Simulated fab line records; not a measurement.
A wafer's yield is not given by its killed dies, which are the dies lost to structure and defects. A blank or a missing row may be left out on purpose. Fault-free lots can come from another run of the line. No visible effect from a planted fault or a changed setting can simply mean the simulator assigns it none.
fab line records	flow nand-harc	part 1 of 2: steps 1 to 31 of 38
record: lots: 5	wafers: 15	last-day: 33
route steps=1302 shown P_GATE@204 P_CONTACT@217
lots untouched by any fault: they come from a run of this same line in which no faults occurred
start-h: hours from the record's first day to the start of the lot's first wafer shown	wait-h: time in hours since the lot's previous step	" repeats the value in the row above	L1.1+2: several wafers, shown together as one row	- no value, or no start was given	* or withheld: withheld	< > ~ a bound
route shown NAME@n: a module of which the file shows steps, and the number in the route of the first	usual: the fault-free wafers' mean and standard deviation	same: alike in all rows	chamber/n: place in a boat	sites: per-site readings	_std_site: the values' standard deviation	_edge_site: the outer-site mean with the inner-site mean subtracted	radius-mm: for every site, how far away it sits from the centre of the wafer	mask NAME#n: copy n	behind: the last tool/chamber to shape the wafer	hold: cause of the lot's hold/its duration in hours/its outcome	device: whichever transistor did not switch (one of n, p or np)	end of line: the route-end tests of the same wafers	a step with no rows: only its recipe	killed: not the wafer's yield, but the dies lost to structure and defects at the first sort	map: shows each die of a wafer: x if killed, . if not, _ if none is there
set.NAME: the setting as run; set.NAME@STEP: as run at that earlier step	model.NAME: the simulator's own value behind a step, which no gauge read
lots seen at some steps along the route; tables by step, rows by wafer
services: from which hour (start-h, from the record's first day; less than 0 if before it) a tool's chamber was out of use, for how many hours, and why
== steps ==
step: NHARC_P_GATE_STRIP_113
recipe: power-w: 1500	temp-c: 110	time-s: 740	chemistry: N2/H2
usual: drypump-motor-current-A: 6.0/0.39	heater-power-w: 84/6.5
lot.wafer	tool	chamber	start-h	wait-h	drypump-motor-current-A	heater-power-w	rf-hours-counter-h
L079.2	plasma-asher-02	0	166.54	0.3	6.4	86	16
L079.1	"	1	"	"	5.5	72	16
L079.4	"	0	"	"	6.4	84	-
L081.1	plasma-asher-01	1	181.55	0.3	5.7	89	2
L081.4	"	1	"	"	5.7	91	-
L081.5	"	1	"	"	5.7	91	-
L084.2	plasma-asher-02	1	215.67	0.2	5.5	73	27
L084.4	"	0	"	"	6.4	87	-
L084.6	"	0	"	"	6.4	87	-
L095.2	plasma-asher-02	0	318.64	0.3	6.4	90	14
L095.4	"	1	"	"	5.5	76	-
L095.6	"	1	"	"	5.5	76	-
L097.2	plasma-asher-02	1	347.31	0.2	5.5	74	18
L097.5	"	1	"	"	5.5	75	-
L097.6	"	0	"	"	6.4	89	-
step: NHARC_P_GATE_STRIP_95
recipe: power-w: 1500	temp-c: 250	chemistry: O2
usual: drypump-motor-current-A: 6.0/0.39	heater-power-w: 315/24
lot.wafer	tool	chamber	start-h	wait-h	drypump-motor-current-A	heater-power-w	rf-hours-counter-h
L079.2	plasma-asher-02	0	167.26	0.6	6.4	318	17
L079.1	"	1	"	"	5.5	283	17
L079.4	"	0	"	"	6.5	321	-
L081.1	plasma-asher-01	1	182.16	0.5	5.7	331	2
L081.4	"	1	"	"	5.7	331	-
L081.5	"	1	"	"	5.7	330	-
L084.2	plasma-asher-02	1	216.40	0.6	5.5	275	28
L084.4	"	0	"	"	6.4	320	-
L084.6	"	0	"	"	6.4	325	-
L095.2	plasma-asher-02	0	319.24	0.5	6.4	329	14
L095.4	"	1	"	"	5.5	279	-
L095.6	"	1	"	"	5.5	280	-
L097.2	plasma-asher-02	1	348.02	0.6	5.5	279	19
L097.5	"	1	"	"	5.5	279	-
L097.6	"	0	"	"	6.4	325	-
step: NHARC_P_GATE_STRIP_96
recipe: time-s: 900	temp-c: 130	chemistry: SPM
lot.wafer	tool	chamber	start-h	wait-h
L079.2+1+4	wet-bench-06	4,0,1	167.47	0.2
L081.5+1+4	wet-bench-07	1,2,4	182.37	0.2
L084.4+2+6	wet-bench-07	2,3,4	216.64	0.2
L095.4+2+6	wet-bench-01	1,4,5	319.45	0.2
L097.5+6+2	wet-bench-07	1,3,4	348.25	0.2
step: NHARC_P_GATE_RTA_64
recipe: temp-c: 1050	time-s: 1
usual: lamp-power-pct: 35.7/1.8	lamp_zone_2_pct: 35.7/1.8	wafer_temp_C_max: 1056.5/2.2
lot.wafer	tool	chamber	start-h	wait-h	lamp-power-pct	lamp_zone_2_pct	wafer_temp_C_max
L079.1	rtp-anneal-01	0	167.82	-	33.6	33.7	1056.1
L079.2	"	0	"	"	33.7	33.6	1058.6
L079.4	"	0	"	"	33.6	33.6	1060.2
L081.1	rtp-anneal-02	0	182.72	-	37.2	37.2	1053.5
L081.4	"	0	"	"	37.2	37.3	1054.8
L081.5	"	0	"	"	37.2	37.2	1055.8
L084.2	rtp-anneal-01	0	216.99	-	33.7	33.6	1056.9
L084.4	"	0	"	"	33.7	33.6	1057.7
L084.6	"	0	"	"	33.6	33.6	1061.4
L095.2	rtp-anneal-02	0	319.83	-	37.2	37.3	1054.1
L095.4	"	0	"	"	37.2	37.2	1054.3
L095.6	"	0	"	"	37.2	37.3	1054.4
L097.2	rtp-anneal-01	0	348.62	-	33.7	33.7	1057.2
L097.5	"	0	"	"	33.7	33.7	1058.4
L097.6	"	0	"	"	33.7	33.7	1059.7
step: NHARC_P_GATE_ETCH_77
recipe: target-depth-a: 60	chemistry: dHF	material: SiO2
lot.wafer	tool	chamber	start-h	wait-h
L079.2+1+4	wet-bench-01	6,1,3	168.02	0.1
L081.4+5+1	wet-bench-07	4,6,7	182.92	0.1
L084.6+4+2	wet-bench-06	5,6,2	217.16	0.0
L095.2+6+4	wet-bench-06	0,1,3	320.02	0.2
L097.5+6+2	wet-bench-01	0,1,3	348.80	0.1
step: NHARC_P_GATE_DEGAS_109
recipe: temp-c: 300	time-s: 60
usual: heater-power-w: 471/48	susceptor-temp-C: 299.98/0.19
lot.wafer	tool	chamber	start-h	wait-h	heater-power-w	susceptor-temp-C
L079.2	pvd-sputter-01	-	168.13	0.1	518	299.85
L079.1	"	-	"	"	531	299.76
L079.4	"	-	"	"	415	299.99
L081.1	pvd-sputter-03	-	183.03	0.1	531	-
L081.4	"	-	"	"	453	-
L081.5	"	-	"	"	526	-
L084.2	pvd-sputter-01	-	217.28	0.1	384	299.76
L084.4	"	-	"	"	521	299.83
L084.6	"	-	"	"	517	300.05
L095.2	pvd-sputter-03	-	320.12	0.1	477	299.99
L095.4	"	-	"	"	537	300.09
L095.6	"	-	"	"	418	299.83
L097.2	pvd-sputter-03	-	348.90	0.1	422	299.82
L097.6	"	-	"	"	470	300.11
L097.5	"	-	"	"	528	300.00
step: NHARC_P_GATE_PRE_CLEAN_110
recipe: time-s: 30	bias-v: 200	gas: Ar
lot.wafer	tool	chamber	start-h	wait-h
L079.1+4+2	pvd-sputter-01	-	-	-
L081.1+4+5	pvd-sputter-03	-	-	-
L084.2+4+6	pvd-sputter-01	-	-	-
L095.2+4+6	pvd-sputter-03	-	-	-
L097.2+5+6	pvd-sputter-03	-	-	-
step: NHARC_P_GATE_SPUTTER_78
recipe: target-thk-a: 100	material: Ni
lot.wafer	tool	chamber	start-h	wait-h
L079.2+1+4	pvd-sputter-01	-	-	-
L081.4+1+5	pvd-sputter-03	-	-	-
L084.2+4+6	pvd-sputter-01	-	-	-
L095.2+4+6	pvd-sputter-03	-	-	-
L097.2+5+6	pvd-sputter-03	-	-	-
step: NHARC_P_GATE_SPUTTER_79
recipe: target-thk-a: 100	material: TiN
lot.wafer	tool	chamber	start-h	wait-h
L079.1+2+4	pvd-sputter-01	-	-	-
L081.4+1+5	pvd-sputter-03	-	-	-
L084.2+4+6	pvd-sputter-01	-	-	-
L095.2+4+6	pvd-sputter-03	-	-	-
L097.2+5+6	pvd-sputter-03	-	-	-
step: NHARC_P_GATE_RTA_80
recipe: temp-c: 300	time-s: 30
usual: lamp-power-pct: 2.11/0.11	lamp_zone_2_pct: 2.11/0.11	wafer_temp_C_max: 301.9/0.62
lot.wafer	tool	chamber	start-h	wait-h	lamp-power-pct	lamp_zone_2_pct	wafer_temp_C_max
L079.1	rtp-anneal-02	0	168.42	-	2.21	2.22	301.5
L079.2	"	0	"	"	2.21	2.21	301.9
L079.4	"	0	"	"	2.22	2.22	301.3
L081.1	rtp-anneal-01	0	183.32	-	2.01	2.01	302.4
L081.4	"	0	"	"	2.01	2.01	302.1
L081.5	"	0	"	"	2.01	2.02	302.0
L084.2	rtp-anneal-02	0	217.61	-	2.22	2.22	301.3
L084.4	"	0	"	"	2.22	2.22	301.5
L084.6	"	0	"	"	2.22	2.22	301.8
L095.2	rtp-anneal-01	0	320.44	-	2.01	2.01	301.7
L095.4	"	0	"	"	2.01	2.01	301.9
L095.6	"	0	"	"	2.01	2.01	301.7
L097.2	rtp-anneal-01	0	349.22	-	2.01	2.00	302.0
L097.5	"	0	"	"	2.00	2.01	302.3
L097.6	"	0	"	"	2.00	2.00	301.9
step: NHARC_P_GATE_STRIP_67
recipe: time-s: 600	temp-c: 130	chemistry: SPM
lot.wafer	tool	chamber	start-h	wait-h
L079.2+4+1	wet-bench-01	3,4,0	168.62	0.1
L081.1+5+4	wet-bench-01	4,5,1	183.52	0.2
L084.4+6+2	wet-bench-07	5,6,0	217.78	0.1
L095.6+4+2	wet-bench-07	6,7,2	320.61	0.0
L097.2+6+5	wet-bench-01	4,5,1	349.39	0.1
step: NHARC_P_GATE_RTA_82
recipe: temp-c: 450	time-s: 30
usual: lamp-power-pct: 4.17/0.21	lamp_zone_2_pct: 4.17/0.21	wafer_temp_C_max: 452.8/0.95
lot.wafer	tool	chamber	start-h	wait-h	lamp-power-pct	lamp_zone_2_pct	wafer_temp_C_max
L079.1	rtp-anneal-01	0	168.88	-	3.95	3.94	453.4
L079.2	"	0	"	"	3.95	3.95	455.5
L079.4	"	0	"	"	3.94	3.94	452.7
L081.1	rtp-anneal-01	0	184.00	-	3.94	3.95	453.6
L081.4	"	0	"	"	3.94	3.94	452.6
L081.5	"	0	"	"	3.94	3.93	452.9
L084.2	rtp-anneal-02	0	218.07	-	4.35	4.36	452.1
L084.4	"	0	"	"	4.35	4.36	452.3
L084.6	"	0	"	"	4.36	4.35	451.1
L095.2	rtp-anneal-02	0	320.89	-	4.36	4.36	451.7
L095.4	"	0	"	"	4.35	4.36	451.9
L095.6	"	0	"	"	4.36	4.35	452.2
L097.2	rtp-anneal-02	0	349.67	-	4.36	4.36	452.1
L097.5	"	0	"	"	4.36	4.36	452.4
L097.6	"	0	"	"	4.36	4.36	451.7
step: NHARC_P_GATE_INSPECT_68
usual: raw-defect-count: 195/72
lot.wafer	tool	chamber	start-h	wait-h	raw-defect-count
L079.1	defect-inspect-02	-	169.08	0.2	214
L079.2	"	-	"	"	243
L079.4	"	-	"	"	202
L081.1	defect-inspect-01	-	184.19	0.2	164
L081.4	"	-	"	"	296
L081.5	"	-	"	"	160
L084.2	defect-inspect-02	-	218.24	0.1	217
L084.4	"	-	"	"	181
L084.6	"	-	"	"	191
L095.2	defect-inspect-01	-	321.07	0.1	252
L095.4	"	-	"	"	157
L095.6	"	-	"	"	125
L097.2	defect-inspect-02	-	349.84	0.1	195
L097.5	"	-	"	"	154
L097.6	"	-	"	"	157
step: NHARC_P_CONTACT_DEP_30
recipe: target-thk-a: 300	temp-c: 400	target-thk-nm: 30	flow-sccm: 200	rf-w: 450	material: SiNx
usual: heater-power-w: 693/100	susceptor-temp-C: 399.99/0.2
lot.wafer	tool	chamber	start-h	wait-h	heater-power-w	susceptor-temp-C
L079.2	pecvd-03	2	169.18	0.1	729	399.62
L079.1	"	0	"	"	753	399.93
L079.4	"	2	"	"	714	399.68
L081.1	pecvd-03	0	184.26	0.1	756	399.98
L081.5	"	0	"	"	746	399.73
L081.4	"	1	"	"	595	399.86
L084.2	pecvd-01	0	218.38	0.1	506	400.03
L084.4	"	1	"	"	852	399.88
L084.6	"	0	"	"	518	399.98
L095.2	pecvd-03	1	321.13	0.1	595	399.43
L095.4	"	2	"	"	740	400.02
L095.6	"	0	"	"	728	399.79
L097.2	pecvd-03	0	349.91	0.1	794	400.05
L097.5	"	0	"	"	802	400.43
L097.6	"	2	"	"	747	399.97
step: NHARC_P_CONTACT_DEP_00
recipe: target-thk-a: 5000	temp-c: 400	pressure-torr: 6.5	rf-w: 900	teos-flow-sccm: 161.4	flow-sccm: 2650	target-thk-nm: 500	gas: O2	material: SiO2
usual: heater-power-w: 539/110	mfc-precursor-sccm: 161.4/0.47	susceptor-temp-C: 400.00/0.24	throttle-valve-pct: 15.8/0.52
lot.wafer	tool	chamber	start-h	wait-h	heater-power-w	mfc-precursor-sccm	susceptor-temp-C	throttle-valve-pct
L079.2	pecvd-03	2	-	-	563	161.0	400.35	15.0
L079.1	"	0	"	"	678	160.4	400.12	15.9
L079.4	"	2	"	"	581	160.6	400.25	15.5
L081.1	pecvd-03	0	-	-	575	162.4	399.90	16.2
L081.5	"	0	"	"	598	161.9	399.79	16.0
L081.4	"	1	"	"	404	161.5	399.96	15.1
L084.2	pecvd-01	0	-	-	453	161.1	399.70	16.3
L084.4	"	1	"	"	619	161.3	399.89	15.7
L084.6	"	0	"	"	455	161.8	399.84	16.1
L095.2	pecvd-03	1	-	-	447	161.3	400.10	15.0
L095.4	"	2	"	"	440	161.0	400.27	15.8
L095.6	"	0	"	"	656	161.8	400.16	16.2
L097.2	pecvd-03	0	-	-	617	162.0	399.69	16.3
L097.5	"	0	"	"	629	162.0	399.88	16.2
L097.6	"	2	"	"	544	162.2	400.28	16.1
step: NHARC_P_CONTACT_CMP_01
recipe: target-thk-nm: 200	material: SiO2
usual: motor-current-A: 12.1/1.5
lot.wafer	tool	chamber	start-h	wait-h	motor-current-A
L079.4	cmp-01	1	169.88	-	13.8
L079.1	"	2	"	"	13.4
L079.2	"	3	"	"	10.3
L081.4	cmp-04	0	184.97	-	11.2
L081.1	"	2	"	"	13.5
L081.5	"	1	"	"	15.6
L084.2	cmp-01	1	219.04	-	13.5
L084.4	"	2	"	"	13.1
L084.6	"	1	"	"	12.8
L095.2	cmp-02	3	321.87	-	12.1
L095.4	"	1	"	"	12.4
L095.6	"	3	"	"	12.5
L097.2	cmp-02	2	350.62	-	10.9
L097.6	"	2	"	"	11.6
L097.5	"	3	"	"	12.1
step: NHARC_P_CONTACT_SRD_03
lot.wafer	tool	chamber	start-h	wait-h
L079.1+4+2	wet-bench-04	6,0,1	170.16	0.0
L081.4+5+1	wet-bench-04	4,5,6	185.28	0.0
L084.6+4+2	wet-bench-04	1,2,3	219.32	0.0
L095.6+4+2	wet-bench-04	4,5,7	322.14	0.0
L097.6+2+5	wet-bench-02	5,6,2	350.92	0.0
step: NHARC_P_CONTACT_DEHYDRATE_04
recipe: temp-c: 150	time-s: 120
lot.wafer	tool	chamber	start-h	wait-h
L079.1+2+4	litho-track-06	0	170.24	0.1
L081.1+4+5	litho-track-04	0	185.35	0.1
L084.2+4+6	litho-track-01	0	219.39	0.1
L095.2+4+6	litho-track-01	0	322.22	0.1
L097.2+5+6	litho-track-06	0	351.01	0.1
step: NHARC_P_CONTACT_HMDS_05
recipe: time-s: 30
lot.wafer	tool	chamber	start-h	wait-h
L079.1+2+4	litho-track-06	0	-	-
L081.1+4+5	litho-track-04	0	-	-
L084.2+4+6	litho-track-01	0	-	-
L095.2+4+6	litho-track-01	0	-	-
L097.2+5+6	litho-track-06	0	-	-
step: NHARC_P_CONTACT_COAT_33
recipe: temp-c: 260	time-s: 75
lot.wafer	tool	chamber	start-h	wait-h
L079.1+2+4	litho-track-06	0	-	-
L081.1+4+5	litho-track-04	0	-	-
L084.2+4+6	litho-track-01	0	-	-
L095.2+4+6	litho-track-01	0	-	-
L097.2+5+6	litho-track-06	0	-	-
step: NHARC_P_CONTACT_COAT_34
recipe: temp-c: 225	time-s: 65
lot.wafer	tool	chamber	start-h	wait-h
L079.1+2+4	litho-track-06	0	-	-
L081.1+4+5	litho-track-04	0	-	-
L084.2+4+6	litho-track-01	0	-	-
L095.2+4+6	litho-track-01	0	-	-
L097.2+5+6	litho-track-06	0	-	-
step: NHARC_P_CONTACT_COAT_06
recipe: spin-rpm: 1500	resist-thk-nm: 90
lot.wafer	tool	chamber	start-h	wait-h
L079.1+2+4	litho-track-06	0	-	-
L081.1+4+5	litho-track-04	0	-	-
L084.2+4+6	litho-track-01	0	-	-
L095.2+4+6	litho-track-01	0	-	-
L097.2+5+6	litho-track-06	0	-	-
step: NHARC_P_CONTACT_SOFTBAKE_07
recipe: temp-c: 105	time-s: 55
lot.wafer	tool	chamber	start-h	wait-h
L079.1+2+4	litho-track-06	0	-	-
L081.1+4+5	litho-track-04	0	-	-
L084.2+4+6	litho-track-01	0	-	-
L095.2+4+6	litho-track-01	0	-	-
L097.2+5+6	litho-track-06	0	-	-
step: NHARC_P_CONTACT_EBR_08
lot.wafer	tool	chamber	start-h	wait-h
L079.1+2+4	litho-track-06	0	-	-
L081.1+4+5	litho-track-04	0	-	-
L084.2+4+6	litho-track-01	0	-	-
L095.2+4+6	litho-track-01	0	-	-
L097.2+5+6	litho-track-06	0	-	-
step: NHARC_P_CONTACT_EXPOSE_09
recipe: na: 1.35	target-cd-nm: 90	dose-mj: 81.26	mask-id: P_CA
lot.wafer	tool	chamber	start-h	wait-h	mask
L079.1+2+4	arfi-scanner-03	0	170.55	-	P_CA#0
L081.1+4+5	arfi-scanner-01	0	185.66	-	P_CA#0
L084.2+4+6	arfi-scanner-02	0	219.71	-	P_CA#0
L095.2+4+6	arfi-scanner-02	0	322.54	-	P_CA#0
L097.2+5+6	arfi-scanner-01	0	351.32	-	P_CA#0
step: NHARC_P_CONTACT_PEB_10
recipe: peb-temp-c: 100	peb-time-s: 65
lot.wafer	tool	chamber	start-h	wait-h
L079.1+2+4	litho-track-04	0	170.61	0.1
L081.1+4+5	litho-track-01	0	185.72	0.1
L084.2+4+6	litho-track-04	0	219.77	0.1
L095.2+4+6	litho-track-06	0	322.60	0.1
L097.2+5+6	litho-track-04	0	351.38	0.1
step: NHARC_P_CONTACT_DEVELOP_11
recipe: develop-time-s: 35	dev-temp-c: 23
lot.wafer	tool	chamber	start-h	wait-h
L079.1+2+4	litho-track-04	0	-	-
L081.1+4+5	litho-track-01	0	-	-
L084.2+4+6	litho-track-04	0	-	-
L095.2+4+6	litho-track-06	0	-	-
L097.2+5+6	litho-track-04	0	-	-
step: NHARC_P_CONTACT_CD_MEAS_12
recipe: target-cd-nm: 90	landing-energy-ev: 500
usual: cd-nm: 89.9/0.7
lot.wafer	tool	chamber	start-h	wait-h	cd-nm
L079.1	cd-sem-02	0	170.69	-	90.5
L079.2	"	0	"	"	90.2
L079.4	"	0	"	"	90.0
L081.1	cd-sem-02	0	185.80	-	90.6
L081.4	"	0	"	"	89.8
L081.5	"	0	"	"	89.2
L084.2	cd-sem-02	0	219.85	-	90.8
L084.4	"	0	"	"	89.9
L084.6	"	0	"	"	89.8
L095.2	cd-sem-02	0	322.68	-	90.7
L095.4	"	0	"	"	89.1
L095.6	"	0	"	"	90.2
L097.2	cd-sem-01	0	351.46	-	91.1
L097.5	"	0	"	"	90.7
L097.6	"	0	"	"	89.6
step: NHARC_P_CONTACT_OVL_MEAS_13
usual: overlay-x-nm: 0.4/0.79	overlay-y-nm: 0.0/0.84
lot.wafer	tool	chamber	start-h	wait-h	overlay-x-nm	overlay-y-nm
L079.1	overlay-01	-	170.77	-	0.0	-0.3
L079.2	"	-	"	"	-0.2	0.1
L079.4	"	-	"	"	-0.3	-0.2
L081.1	overlay-01	-	185.89	-	-0.2	0.0
L081.4	"	-	"	"	0.1	0.3
L081.5	"	-	"	"	0.3	-0.1
L084.2	overlay-02	-	219.93	-	0.8	-0.7
L084.4	"	-	"	"	0.5	-0.2
L084.6	"	-	"	"	1.3	-0.8
L095.2	overlay-01	-	322.76	-	-1.1	-0.5
L095.4	"	-	"	"	-0.8	0.0
L095.6	"	-	"	"	-0.6	-0.4
L097.2	overlay-01	-	351.54	-	0.0	0.1
L097.5	"	-	"	"	-0.2	0.6
L097.6	"	-	"	"	0.0	0.0
step: NHARC_P_CONTACT_INSPECT_14
usual: raw-defect-count: 4.3/2.5
lot.wafer	tool	chamber	start-h	wait-h	raw-defect-count
L079.1	defect-inspect-02	-	170.81	0.0	4
L079.2	"	-	"	"	1
L079.4	"	-	"	"	0
L081.1	defect-inspect-01	-	185.93	0.0	8
L081.4	"	-	"	"	3
L081.5	"	-	"	"	2
L084.2	defect-inspect-01	-	219.97	0.0	2
L084.4	"	-	"	"	1
L084.6	"	-	"	"	6
L095.2	defect-inspect-02	-	322.80	0.0	2
L095.4	"	-	"	"	6
L095.6	"	-	"	"	4
L097.2	defect-inspect-01	-	351.58	0.0	2
L097.5	"	-	"	"	2
L097.6	"	-	"	"	1
step: NHARC_P_CONTACT_DESCUM_17
recipe: time-s: 3	o2-flow-sccm: 200	ar-flow-sccm: 0	bias-power-w: 0	chemistry: O2
usual: drypump-motor-current-A: 5.8/0.32	oes-product-au: 1.002/0.016	rf-vpp-V: 57.9/0.94	showerhead-plenum-p-Torr: 1.90/0.091	throttle-valve-pct: 11.310/0.0089
lot.wafer	tool	chamber	start-h	wait-h	drypump-motor-current-A	oes-product-au	rf-hours-counter-h	rf-vpp-V	showerhead-plenum-p-Torr	throttle-valve-pct
L079.4	rie-diel-01	0	170.87	0.1	6.0	0.981	3.6	58.2	1.89	11.302
L079.1	"	2	"	"	6.3	1.003	3.8	57.9	1.83	11.305
L079.2	"	3	"	"	5.7	0.996	3.8	58.1	1.79	11.305
L081.4	rie-diel-01	2	185.99	0.1	6.3	1.010	4.5	56.6	1.83	11.315
L081.1	"	1	"	"	5.9	0.978	4.6	56.4	1.82	11.313
L081.5	"	2	"	"	6.3	0.999	-	57.2	1.83	11.313
L084.2	rie-diel-05	2	220.03	0.1	5.8	1.002	9.9	60.0	1.98	11.320
L084.4	"	2	"	"	5.8	1.000	-	58.4	1.98	11.304
L084.6	"	2	"	"	5.8	1.005	-	56.1	1.98	11.310
L095.4	rie-diel-12	1	322.86	0.1	5.6	0.989	2.0	59.0	2.03	11.297
L095.2	"	2	"	"	5.1	1.008	2.2	56.8	1.80	11.309
L095.6	"	1	"	"	5.6	0.977	-	58.9	2.03	11.298
L097.2	rie-diel-12	0	351.66	0.1	6.2	0.999	2.3	59.2	1.86	11.302
L097.6	"	2	"	"	5.2	1.012	-	57.9	1.80	11.306
L097.5	"	3	"	"	5.6	0.997	-	59.3	2.07	11.298
